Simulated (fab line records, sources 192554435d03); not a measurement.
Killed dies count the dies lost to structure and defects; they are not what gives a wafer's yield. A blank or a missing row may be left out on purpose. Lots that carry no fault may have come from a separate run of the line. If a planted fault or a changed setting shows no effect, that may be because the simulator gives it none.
fab line records	flow n5Finfet
record: lots: 7	wafers: 21
route steps=1938 shown SD_ACTIVATION@331 HKMG_FIN@423 MOL_CONTACT_COAG@542 BEOL_M0_SAQP@636 BEOL_M0@715
startH: hours from the record's opening day to when the first of the lot's shown wafers began	waitH: how many hours have passed since the lot's step before this one	" the same as in the row above	L1.1+2: several wafers, shown together as one row	- no value, or no start was given	* or withheld: withheld	< > ~ a bound
route shown NAME@n: names a module that has steps shown in the file, with the first one's number in the route	usual: mean and standard deviation over wafers with no fault	same: alike in all rows	chamber/n: place in a boat	sites: per-site readings	_std_site: their standard deviation	_edge_site: outer sites' mean less inner sites'	radiusMm: how far each site lies from the wafer's centre	mask NAME#n: copy n	behind: tool/chamber where the wafer was last shaped	hold: cause of the lot's hold/its duration in hours/its outcome	device: transistor that didn't switch, given as n, p or np	end of line: at the end of the route, the tests of the same wafers	where a step has no rows: the recipe by itself	killed: not the wafer's yield, but the dies lost to structure and defects at the first sort	map: per-die view of a wafer (x killed, . not killed, _ where there is no die)
set.NAME: the setting the step ran with; set.NAME@STEP: the setting that earlier step ran with	model.NAME: the simulator's own value behind a step, which no gauge read
lots where settings were altered on purpose, with a table for each step and a row for each wafer
== steps ==
step: N5_SD_ACTIVATION_LSA_01
recipe: tempC: 1080	timeS: 0.0008	ambient: N2
usual: wafer_temp_C_max: 1086.6/1.8
lot.wafer	tool	chamber	startH	waitH	set.tempC	wafer_temp_C_max
L076.2	laserAnneal-02	0	70.58	0.2	1090	1096.1
L076.4	"	0	"	"	1080	1089.0
L076.6	"	0	"	"	1090	1095.0
L081.2	laserAnneal-01	0	100.91	0.2	1080	1090.6
L081.3	"	0	"	"	1080	1086.9
L081.5	"	0	"	"	1080	1090.1
L083.2	laserAnneal-01	0	113.99	0.2	1110	1119.6
L083.5	"	0	"	"	1080	1088.0
L083.6	"	0	"	"	1110	1117.2
L084.1	laserAnneal-02	0	119.20	0.2	1080	1085.2
L084.2	"	0	"	"	1080	1084.3
L084.5	"	0	"	"	1080	1084.8
L087.1	laserAnneal-01	0	135.43	0.2	1080	1088.5
L087.4	"	0	"	"	1080	1086.9
L087.6	"	0	"	"	1080	1088.1
L096.1	laserAnneal-02	0	191.58	0.2	1080	1086.5
L096.5	"	0	"	"	1080	1084.4
L096.6	"	0	"	"	1080	1089.0
L097.2	laserAnneal-01	0	195.28	0.2	1080	1087.7
L097.4	"	0	"	"	1080	1087.1
L097.6	"	0	"	"	1080	1087.6
step: N5_SD_ACTIVATION_RS_MEAS_03
recipe: thkMeasGauge: four-point-probe
usual: RS_SD_N: 21.86/0.28	RS_SD_P: 56.2/0.99
lot.wafer	tool	chamber	startH	waitH	set.tempC@SD_EPI_P_EPI_21	set.tempC@SD_ACTIVATION_LSA_01	RS_SD_N[ohm/sq]	RS_SD_P[ohm/sq]
L076.2	filmMetro-02	-	70.77	0.2	547.9	1090	19.86	57.6
L076.4	"	-	"	"	547.9	1080	21.86	59.2
L076.6	"	-	"	"	547.9	1090	19.73	58.1
L081.2	filmMetro-01	-	101.10	0.2	546.9	1080	21.92	60.5
L081.3	"	-	"	"	550	1080	21.88	57.2
L081.5	"	-	"	"	550	1080	21.94	55.7
L083.2	filmMetro-01	-	114.18	0.2	548.1	1110	19.07	58.3
L083.5	"	-	"	"	550	1080	21.64	56.0
L083.6	"	-	"	"	550	1110	18.44	56.3
L084.1	filmMetro-01	-	119.41	0.2	547.9	1080	21.50	60.5
L084.2	"	-	"	"	550	1080	22.00	57.5
L084.5	"	-	"	"	547.9	1080	21.64	60.7
L087.1	filmMetro-01	-	135.63	0.2	550	1080	21.62	57.4
L087.4	"	-	"	"	550	1080	21.83	57.0
L087.6	"	-	"	"	550	1080	22.15	57.6
L096.1	filmMetro-01	-	191.78	0.2	550	1080	21.40	57.0
L096.5	"	-	"	"	550	1080	21.43	57.2
L096.6	"	-	"	"	550	1080	21.58	56.9
L097.2	filmMetro-01	-	195.47	0.2	552.1	1080	22.22	54.3
L097.4	"	-	"	"	550	1080	22.00	57.1
L097.6	"	-	"	"	552.1	1080	22.33	54.2
step: N5_HKMG_FIN_COAT_30
recipe: resist: SiARC	tempC: 220	timeS: 60	spinRpm: 1500	resistThkNm: 35
lot.wafer	tool	chamber	startH	waitH	set.spinRpm	model.SiARC_of_HKMG_FIN_COAT_30.thkNm
L076.2+4	lithoTrack-01	0	-	-	1500	35.2
L076.6	"	0	"	"	1500	35
L081.2+3	lithoTrack-02	0	-	-	1410	36.4
L081.5	"	0	"	"	1500	35
L083.2+6	lithoTrack-01	0	-	-	1663	33.4
L083.5	"	0	"	"	1500	35.2
L084.1	lithoTrack-03	0	-	-	1500	35
L084.2+5	"	0	"	"	1661	33.2
L087.1+6	lithoTrack-01	0	-	-	1500	35
L087.4	"	0	"	"	1385	36.4
L096.1+6	lithoTrack-01	0	-	-	1500	35
L096.5	"	0	"	"	1500	35.2
L097.2	lithoTrack-01	0	-	-	1500	35
L097.4+6	"	0	"	"	1500	35.2
step: N5_HKMG_FIN_DEVELOP_11
recipe: developTimeS: 30	developer: TMAH	resist: CAR-ArF	devTempC: 23	rinseLiquid: diw	dry: airSpin
lot.wafer	tool	chamber	startH	waitH	set.developTimeS
L076.2+4	lithoTrack-03	0	-	-	35.93
L076.6	"	0	"	"	30
L081.2+3+5	lithoTrack-03	0	-	-	30
L083.2+5	lithoTrack-03	0	-	-	35.73
L083.6	"	0	"	"	30
L084.1+5	lithoTrack-03	0	-	-	34.52
L084.2	"	0	"	"	30
L087.1+4+6	lithoTrack-02	0	-	-	30
L096.1+5+6	lithoTrack-03	0	-	-	30
L097.2+4+6	lithoTrack-03	0	-	-	30
step: N5_HKMG_FIN_DESCUM_17
recipe: chemistry: O2	timeS: 7.9	sourcePowerW: 50	biasPowerW: 20	pressureMtorr: 20	rfFrequencyHz: 2.712e+07	tempC: 40	resist: CAR-ArF	o2FlowSccm: 225
step: N5_HKMG_FIN_ETCH_31
recipe: chemistry: CF4	target: SiARC	targetDepthA: 455	maskMaterial: CAR-ArF	timeS: 75.8	ionEnergyEv: 80	pressureMtorr: 40	sourceW: 545	biasW: 36	Ar_flow_sccm: 100	cf4FlowSccm: 100	ends: cleared
usual: etchRfOnTimeS: 76.3/1.2
lot.wafer	tool	chamber	startH	waitH	set.spinRpm@HKMG_FIN_COAT_30	etchRfOnTimeS	model.etch.depthNm	model.CAR-ArF_of_HKMG_FIN_COAT_06.thkNm
L076.2	rieDiel-05	0	87.53	0.0	1500	75.7	35.15	51
L076.4	"	3	"	"	1500	76.3	35.27	50.8
L076.6	"	1	"	"	1500	78.2	35.08	51.2
L081.2	rieDiel-04	1	118.16	0.0	1410	78.3	36.39	49.6
L081.3	"	0	"	"	1410	78.4	36.41	49.8
L081.5	"	0	"	"	1500	75.8	35.07	51
L083.2	rieDiel-05	1	130.85	0.0	1663	75.1	33.41	52.8
L083.5	"	1	"	"	1500	79.4	35.14	51
L083.6	"	0	"	"	1663	72.9	33.31	52.6
L084.1	rieDiel-04	0	135.81	0.0	1500	75.4	34.99	50.4
L084.2	"	2	"	"	1661	73.0	33.3	52.4
L084.5	"	1	"	"	1661	71.4	33.29	52.2
L087.1	rieDiel-05	1	152.31	0.0	1500	78.5	35.1	51.2
L087.4	"	3	"	"	1385	79.8	36.49	50
L087.6	"	3	"	"	1500	76.3	35.04	51.4
L096.1	rieDiel-05	2	208.46	0.0	1500	74.8	35.06	51
L096.5	"	2	"	"	1500	75.1	35.14	50.8
L096.6	"	1	"	"	1500	75.3	35.08	51.2
L097.2	rieDiel-04	3	211.89	0.0	1500	74.5	35.08	50.8
L097.4	"	0	"	"	1500	74.8	35.23	51
L097.6	"	3	"	"	1500	74.2	35.22	51
step: N5_HKMG_FIN_ETCH_32
recipe: chemistry: N2/H2	target: SOC	targetDepthA: 2400	tempC: 40	timeS: 300	ionEnergyEv: 200	maskMaterial: SiARC	pressureMtorr: 30	sourceW: 840	biasW: 150	n2FlowSccm: 200	h2FlowSccm: 200
lot.wafer	tool	chamber	startH	waitH	set.spinRpm@HKMG_FIN_COAT_30	model.SiARC_of_HKMG_FIN_COAT_30.thkNm
L076.2	rieDiel-05	0	87.58	0.0	1500	21.2
L076.4	"	3	"	"	1500	21.4
L076.6	"	1	"	"	1500	21.6
L081.2+3	rieDiel-04	1,0	118.22	0.0	1410	22.4
L081.5	"	0	"	"	1500	21
L083.2	rieDiel-05	1	130.90	0.0	1663	20
L083.5	"	1	"	"	1500	21.6
L083.6	"	0	"	"	1663	19.4
L084.1	rieDiel-04	0	135.87	0.0	1500	21
L084.2	"	2	"	"	1661	19.8
L084.5	"	1	"	"	1661	19.4
L087.1	rieDiel-05	1	152.37	0.0	1500	21.6
L087.4	"	3	"	"	1385	22.8
L087.6	"	3	"	"	1500	21
L096.1+5	rieDiel-05	2	208.52	0.0	1500	21.4
L096.6	"	1	"	"	1500	21.2
L097.2+4	rieDiel-04	3,0	211.95	0.0	1500	21
L097.6	"	3	"	"	1500	21.4
step: N5_MOL_CONTACT_COAG_PRECLEAN_111
recipe: chemistry: NF3:NH3	afsCycles: 1	tempC: 30	timeS: 20	sublimationTempC: 180	sublimationTimeS: 60	pressureTorr: 3	rfPowerW: 30
lot.wafer	tool	chamber	startH	waitH	set.timeS
L076.2+6	remotePlasma-01	1	101.95	0.4	20
L076.4	"	1	"	"	17.81
L081.2+3+5	remotePlasma-02	0	133.66	1.2	20
L083.2+5+6	remotePlasma-01	1	143.88	0.2	20
L084.1+2	remotePlasma-02	1	149.58	0.4	20
L084.5	"	1	"	"	21.63
L087.1	remotePlasma-01	1	165.97	0.7	15.79
L087.4+6	"	1	"	"	20
L096.1+5+6	remotePlasma-01	1	222.35	0.4	20
L097.2	remotePlasma-02	0	225.22	0.5	20
L097.4+6	"	0	"	"	16.13
step: N5_MOL_CONTACT_COAG_SPUTTER_130
recipe: material: Co	targetThkA: 475	tempC: 25	chamberPressurePa: 0.5	powerW: 3000
lot.wafer	tool	chamber	startH	waitH	set.powerW	model.Co_of_MOL_CONTACT_COAG_SPUTTER_130.thkNm
L076.2	pvdSputter-03	-	107.55	0.0	3437	54.2
L076.4	"	-	"	"	3000	46.8
L076.6	"	-	"	"	3000	47.6
L081.2	pvdSputter-03	-	138.96	0.0	3000	48
L081.3+5	"	-	"	"	3000	47.6
L083.2	pvdSputter-02	-	148.45	0.0	3000	47.2
L083.5	"	-	"	"	2765	43.2
L083.6	"	-	"	"	2765	43.6
L084.1+5	pvdSputter-03	-	154.99	0.0	3000	47.6
L084.2	"	-	"	"	2625	41.2
L087.1	pvdSputter-01	-	171.02	0.0	3000	47.8
L087.4	"	-	"	"	3000	47.4
L087.6	"	-	"	"	2509	39.4
L096.1	pvdSputter-02	-	227.76	0.0	3000	47.4
L096.5	"	-	"	"	3000	48.2
L096.6	"	-	"	"	3000	47.6
L097.2+4	pvdSputter-03	-	231.95	0.0	3000	46.8
L097.6	"	-	"	"	2669	41.6
step: N5_MOL_CONTACT_COAG_PRECLEAN_125
recipe: chemistry: DIW	timeS: 57.5	tempC: 23
step: N5_MOL_CONTACT_COAG_SRD_126
recipe: dryTimeS: 32	dry: n2Spin	spinRpm: 1500
step: N5_MOL_CONTACT_COAG_VIA_ETCH_46
recipe: chemistry: C4F6/O2	targetDepthA: 460	overetchA: 92	maskMaterial: SOC	target: SiO2	biasW: 455	pressureMtorr: 10	timeS: 40	sourceW: 325	Ar_flow_sccm: 300	C4F6_flow_sccm: 10	O2_flow_sccm: 10	ionEnergyEv: 575.3	ends: endPoint
step: N5_MOL_CONTACT_COAG_STRIP_96
recipe: chemistry: N2/H2	powerW: 500	tempC: 40	pressureMtorr: 50	rfFrequencyHz: 6e+07	overashFraction: 0.3	biasPowerW: 28	h2Frac: 0.5	n2FlowSccm: 300	h2FlowSccm: 300
step: N5_MOL_CONTACT_COAG_ETCH_47
recipe: chemistry: CH3F/O2	target: SiNx	targetDepthA: 270	maskMaterial: SiO2	stopOn: W	overEtchFrac: 0.2	ionEnergyEv: 120	endpoint: OES-CN	pressureMtorr: 30	sourceW: 395	biasW: 73	Ar_flow_sccm: 150	CH3F_flow_sccm: 30	O2_flow_sccm: 20	ends: endPoint
lot.wafer	tool	chamber	startH	waitH	set.timeS@MOL_CONTACT_COAG_PRECLEAN_111	model.etch.depthNm
L076.2+6	rieDiel-04	2,0	111.99	0.0	20	17.87
L076.4	"	1	"	"	17.81	18.04
L081.2	rieDiel-04	2	143.81	0.0	20	17.78
L081.3	"	0	"	"	20	17.85
L081.5	"	1	"	"	20	17.82
L083.2	rieDiel-03	3	154.06	0.0	20	17.91
L083.5	"	3	"	"	20	17.94
L083.6	"	0	"	"	20	17.85
L084.1	rieDiel-05	2	159.43	0.0	20	17.9
L084.2	"	1	"	"	20	17.82
L084.5	"	1	"	"	21.63	17.81
L087.1	rieDiel-03	3	176.14	0.0	15.79	17.99
L087.4	"	1	"	"	20	17.73
L087.6	"	3	"	"	20	17.7
L096.1	rieDiel-05	3	232.50	0.0	20	17.94
L096.5	"	2	"	"	20	17.89
L096.6	"	3	"	"	20	17.88
L097.2	rieDiel-04	2	236.76	0.0	20	17.91
L097.4	"	3	"	"	16.13	18.11
L097.6	"	2	"	"	16.13	18.03
step: N5_MOL_CONTACT_COAG_ETCH_67
recipe: chemistry: N2/H2	target: SOC	targetDepthA: 600	overetchA: 210	maskMaterial: SiARC	tempC: 40	timeS: 101.2	ionEnergyEv: 200	pressureMtorr: 30	sourceW: 840	biasW: 150	n2FlowSccm: 200	h2FlowSccm: 200
usual: rfVppV: 523.9/2.1
lot.wafer	tool	chamber	startH	waitH	set.sourceW	rfVppV	model.SiARC_of_MOL_CONTACT_COAG_COAT_63.thkNm
L076.2	rieDiel-04	2	113.09	0.0	840	522.8	6
L076.4	"	1	"	"	840	523.5	5.8
L076.6	"	1	"	"	840	523.9	5.8
L081.2	rieDiel-05	2	145.04	0.0	711.2	550.3	6.2
L081.3	"	1	"	"	711.2	552.2	6.2
L081.5	"	0	"	"	840	522.7	5.8
L083.2	rieDiel-04	3	155.24	0.0	840	521.1	6
L083.5	"	3	"	"	748.6	539.0	6.2
L083.6	"	1	"	"	840	524.0	5.8
L084.1	rieDiel-03	3	160.47	0.0	723.2	551.5	6.2
L084.2	"	2	"	"	840	526.5	6
L084.5	"	2	"	"	840	526.2	6
L087.1	rieDiel-03	1	177.28	0.0	888.5	512.6	5.6
L087.4	"	2	"	"	840	527.4	5.8
L087.6	"	0	"	"	888.5	515.7	5.8
L096.1	rieDiel-04	2	233.77	0.0	840	523.2	5.8
L096.5	"	1	"	"	840	522.4	5.8
L096.6	"	2	"	"	840	522.1	5.8
L097.2	rieDiel-03	2	237.98	0.0	840	525.3	5.8
L097.4	"	1	"	"	840	523.2	5.8
L097.6	"	1	"	"	711	553.8	6.2
step: N5_MOL_CONTACT_COAG_CVD_140
recipe: material: W	targetThkA: 665	mode: selectiveFill	tempC: 300	timeS: 215
lot.wafer	tool	chamber	startH	waitH	set.targetThkA	model.W_of_MOL_CONTACT_COAG_CVD_140.thkNm
L076.2	cvdW-01	1	113.70	0.1	728.8	72.6
L076.4	"	1	"	"	728.8	73
L076.6	"	1	"	"	665	66.6
L081.2	cvdW-02	1	145.64	0.1	665	65.6
L081.3	"	0	"	"	719.6	72.4
L081.5	"	1	"	"	665	66.8
L083.2	cvdW-02	1	156.00	0.1	665	66.2
L083.5+6	"	1,0	"	"	751.1	74.8
L084.1+5	cvdW-01	1	161.08	0.1	665	67
L084.2	"	0	"	"	665	67.6
L087.1	cvdW-01	1	177.88	0.1	665	67.2
L087.4	"	0	"	"	583.5	58.6
L087.6	"	1	"	"	665	66.4
L096.1	cvdW-01	0	234.37	0.1	665	66.8
L096.5	"	0	"	"	665	68
L096.6	"	1	"	"	665	67.6
L097.2	cvdW-01	0	238.58	0.1	665	66.8
L097.4	"	0	"	"	665	66.6
L097.6	"	1	"	"	665	66.2
step: N5_BEOL_M0_SAQP_PECVD_96
recipe: material: a-Si	targetThkA: 450	tempC: 350	precursor: SiH4/He	pressureTorr: 3	rfW: 100	timeS: 45.2
lot.wafer	tool	chamber	startH	waitH	set.timeS	model.a-Si_of_BEOL_M0_SAQP_PECVD_96.thkNm
L076.2	pecvd-01	1	118.57	0.0	45.2	44.6
L076.4	"	1	"	"	45.2	45.2
L076.6	"	2	"	"	40.2	40.6
L081.2	pecvd-02	1	150.94	0.0	45.2	44.8
L081.3	"	0	"	"	50.97	50.8
L081.5	"	2	"	"	50.97	51
L083.2+5	pecvd-02	0,1	163.59	0.0	41.22	40.6
L083.6	"	2	"	"	45.2	44.6
L084.1	pecvd-02	2	167.33	0.0	45.2	44.4
L084.2	"	0	"	"	38.64	37.8
L084.5	"	2	"	"	45.2	45.4
L087.1+4	pecvd-02	2	185.57	0.0	51.53	51
L087.6	"	1	"	"	51.53	51.8
L096.1	pecvd-01	0	240.70	0.0	45.2	44.8
L096.5+6	"	0,2	"	"	45.2	45.6
L097.2	pecvd-04	2	244.38	0.0	45.2	45
L097.4+6	"	0,2	"	"	45.2	45.6
step: N5_BEOL_M0_SAQP_PECVD_97
recipe: material: SiNx	targetThkA: 230	tempC: 350	precursor: SiH4/NH3/N2	pressureTorr: 1.5	rfW: 300	timeS: 19.9
step: N5_BEOL_M0_SAQP_PECVD_04
recipe: material: a-Si	targetThkA: 600	tempC: 350	precursor: SiH4/He	pressureTorr: 3	rfW: 100	timeS: 60.2
step: N5_BEOL_M0_SAQP_ETCH_101
recipe: chemistry: CH3F/O2	target: SiNx	maskMaterial: SiO2	targetDepthA: 299	timeS: 42.7	pressureMtorr: 30	sourceW: 395	biasW: 73	Ar_flow_sccm: 150	CH3F_flow_sccm: 30	O2_flow_sccm: 20	ionEnergyEv: 120
step: N5_BEOL_M0_SAQP_ETCH_102
recipe: chemistry: CF4	target: SiO2	targetDepthA: 40	ionEnergyEv: 350	timeS: 4.4	pressureMtorr: 10	icpW: 800	biasW: 400	cf4FlowSccm: 80
step: N5_BEOL_M0_SAQP_MANDREL_ETCH_103
recipe: chemistry: HBr/Cl2	target: a-Si	targetDepthA: 450	btTimeS: 10	stopOn: SiCN	maskMaterial: SiO2	overEtchFrac: 0.8	timeS: 27	pressureMtorr: 10	icpW: 800	biasW: 75	HBr_flow_sccm: 150	Cl2_flow_sccm: 80	ends: endPoint
usual: oesProductAu: 0.683/0.013
lot.wafer	tool	chamber	startH	waitH	set.timeS@BEOL_M0_SAQP_PECVD_96	oesProductAu	model.etch.depthNm
L076.2	rieSi-04	3	121.30	0.0	45.2	0.662	44.56
L076.4	"	1	"	"	45.2	0.685	45.12
L076.6	"	1	"	"	40.2	0.650	40.54
L081.2	rieSi-04	2	153.98	0.0	45.2	0.663	44.77
L081.3	"	0	"	"	50.97	0.755	50.82
L081.5	"	1	"	"	50.97	0.737	51.08
L083.2	rieSi-03	0	166.11	0.0	41.22	0.635	40.55
L083.5	"	3	"	"	41.22	0.641	40.51
L083.6	"	1	"	"	45.2	0.689	44.57
L084.1	rieSi-01	1	169.95	0.0	45.2	0.665	44.37
L084.2	"	0	"	"	38.64	0.612	37.87
L084.5	"	3	"	"	45.2	0.706	45.31
L087.1	rieSi-03	0	187.97	0.0	51.53	0.731	50.92
L087.4	"	0	"	"	51.53	0.734	51.05
L087.6	"	3	"	"	51.53	0.751	51.76
L096.1	rieSi-01	1	243.50	0.0	45.2	0.678	44.86
L096.5	"	2	"	"	45.2	0.692	45.5
L096.6	"	1	"	"	45.2	0.682	45.68
L097.2	rieSi-01	2	247.15	0.0	45.2	0.687	44.97
L097.4	"	3	"	"	45.2	0.710	45.64
L097.6	"	3	"	"	45.2	0.703	45.62
step: N5_BEOL_M0_ETCH_138
recipe: chemistry: CH3F/O2	targetDepthA: 120	target: SiCN	timeS: 31.6	ionEnergyEv: 120	pressureMtorr: 30	sourceW: 395	biasW: 75	Ar_flow_sccm: 150	CH3F_flow_sccm: 30	O2_flow_sccm: 20	ends: cleared
usual: rfVppV: 297.3/1.3
lot.wafer	tool	chamber	startH	waitH	set.sourceW	rfVppV
L076.2	rieDiel-03	3	125.59	0.0	395	297.1
L076.4	"	3	"	"	395	297.0
L076.6	"	2	"	"	395	300.1
L081.2	rieDiel-05	1	157.67	0.0	395	296.6
L081.3	"	2	"	"	395	296.8
L081.5	"	0	"	"	395	296.4
L083.2	rieDiel-05	3	170.14	0.0	395	297.2
L083.5	"	3	"	"	395	298.4
L083.6	"	0	"	"	395	295.9
L084.1	rieDiel-05	2	174.37	0.0	395	296.9
L084.2	"	0	"	"	395	295.6
L084.5	"	2	"	"	446.5	284.7
L087.1	rieDiel-03	1	193.15	0.0	395	297.0
L087.4	"	3	"	"	395	295.2
L087.6	"	2	"	"	395	299.1
L096.1	rieDiel-04	0	247.84	0.0	395	298.3
L096.5	"	3	"	"	395	300.3
L096.6	"	2	"	"	395	297.5
L097.2	rieDiel-03	0	251.15	0.0	395	298.1
L097.4	"	3	"	"	413.9	293.1
L097.6	"	0	"	"	395	298.3
step: N5_BEOL_M0_ETCH_128
recipe: chemistry: CF4/N2	targetDepthA: 120	overetchA: 51	target: SiCN	timeS: 21.4	ionEnergyEv: 150	pressureMtorr: 40	sourceW: 430	biasW: 70	Ar_flow_sccm: 100	cf4FlowSccm: 60	n2FlowSccm: 60
usual: rfVppV: 382.2/1.4
lot.wafer	tool	chamber	startH	waitH	set.sourceW	rfVppV
L076.2	rieDiel-04	1	126.32	0.2	430	382.8
L076.4	"	3	"	"	481.9	365.1
L076.6	"	0	"	"	430	382.7
L081.2	rieDiel-03	0	159.62	0.0	430	383.6
L081.3	"	1	"	"	430	381.6
L081.5	"	3	"	"	430	382.2
L083.2	rieDiel-04	1	171.66	0.2	430	380.1
L083.5	"	3	"	"	430	381.0
L083.6	"	0	"	"	430	384.2
L084.1	rieDiel-04	1	178.98	0.1	430	383.2
L084.2	"	3	"	"	430	377.5
L084.5	"	3	"	"	430	378.6
L087.1	rieDiel-03	0	197.02	0.0	430	383.5
L087.4	"	2	"	"	430	384.0
L087.6	"	3	"	"	430	381.7
L096.1	rieDiel-03	3	250.10	0.3	430	383.1
L096.5	"	0	"	"	430	382.0
L096.6	"	1	"	"	430	380.6
L097.2	rieDiel-03	3	253.67	0.0	386.8	395.4
L097.4	"	3	"	"	430	382.1
L097.6	"	0	"	"	386.8	396.6
== key ==
split: step: N5_SD_ACTIVATION_LSA_01	setting: tempC	stated: 1080	by: wafer
response: step: N5_SD_ACTIVATION_LSA_01	reading: wafer_temp_C_max	change: *	per: 1%	r: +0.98
response: step: N5_SD_ACTIVATION_RS_MEAS_03	reading: RS_SD_N	change: -1.16	per: 1%	r: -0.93
split: step: N5_HKMG_FIN_COAT_30	setting: spinRpm	stated: 1500	by: wafer
response: step: N5_HKMG_FIN_COAT_30	reading: model.SiARC_of_HKMG_FIN_COAT_30.thkNm	change: -0.177	per: 1%	r: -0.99
response: step: N5_HKMG_FIN_ETCH_31	reading: etchRfOnTimeS	change: *	per: 1%	r: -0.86
response: step: N5_HKMG_FIN_ETCH_31	reading: model.etch.depthNm	change: -0.172	per: 1%	r: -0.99
response: step: N5_HKMG_FIN_ETCH_31	reading: model.CAR-ArF_of_HKMG_FIN_COAT_06.thkNm	change: +0.173	per: 1%	r: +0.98
response: step: N5_HKMG_FIN_ETCH_32	reading: model.SiARC_of_HKMG_FIN_COAT_30.thkNm	change: -0.169	per: 1%	r: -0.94
split: step: N5_HKMG_FIN_DEVELOP_11	setting: developTimeS	stated: 30	by: wafer
response none clear
split: step: N5_MOL_CONTACT_COAG_PRECLEAN_111	setting: timeS	stated: 20	by: wafer
response: step: N5_MOL_CONTACT_COAG_ETCH_47	reading: model.etch.depthNm	change: -0.0111	per: 1%	r: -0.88
split: step: N5_MOL_CONTACT_COAG_SPUTTER_130	setting: powerW	stated: 3000	by: wafer
response: step: N5_MOL_CONTACT_COAG_SPUTTER_130	reading: model.Co_of_MOL_CONTACT_COAG_SPUTTER_130.thkNm	change: +0.492	per: 1%	r: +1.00
split: step: N5_MOL_CONTACT_COAG_ETCH_67	setting: sourceW	stated: 840	by: wafer
response: step: N5_MOL_CONTACT_COAG_ETCH_67	reading: rfVppV	change: -1.83	per: 1%	r: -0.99
response: step: N5_MOL_CONTACT_COAG_ETCH_67	reading: model.SiARC_of_MOL_CONTACT_COAG_COAT_63.thkNm	change: -0.0232	per: 1%	r: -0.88
split: step: N5_MOL_CONTACT_COAG_CVD_140	setting: targetThkA	stated: 665	by: wafer
response: step: N5_MOL_CONTACT_COAG_CVD_140	reading: model.W_of_MOL_CONTACT_COAG_CVD_140.thkNm	change: +0.675	per: 1%	r: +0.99
split: step: N5_BEOL_M0_SAQP_PECVD_96	setting: timeS	stated: 45.2	by: wafer
response: step: N5_BEOL_M0_SAQP_PECVD_96	reading: model.a-Si_of_BEOL_M0_SAQP_PECVD_96.thkNm	change: +0.46	per: 1%	r: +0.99
response: step: N5_BEOL_M0_SAQP_MANDREL_ETCH_103	reading: oesProductAu	change: +0.00493	per: 1%	r: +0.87
response: step: N5_BEOL_M0_SAQP_MANDREL_ETCH_103	reading: model.etch.depthNm	change: +0.459	per: 1%	r: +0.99
split: step: N5_BEOL_M0_ETCH_138	setting: sourceW	stated: 395	by: wafer
response: step: N5_BEOL_M0_ETCH_138	reading: rfVppV	change: -0.909	per: 1%	r: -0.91
split: step: N5_BEOL_M0_ETCH_128	setting: sourceW	stated: 430	by: wafer
response: step: N5_BEOL_M0_ETCH_128	reading: rfVppV	change: -1.43	per: 1%	r: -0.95
split outsideThisFile step=N5_SD_EPI_P_EPI_21 setting=tempC
split outsideThisFile: this setting was split too, and the file shows its column; the key of that split is in another file
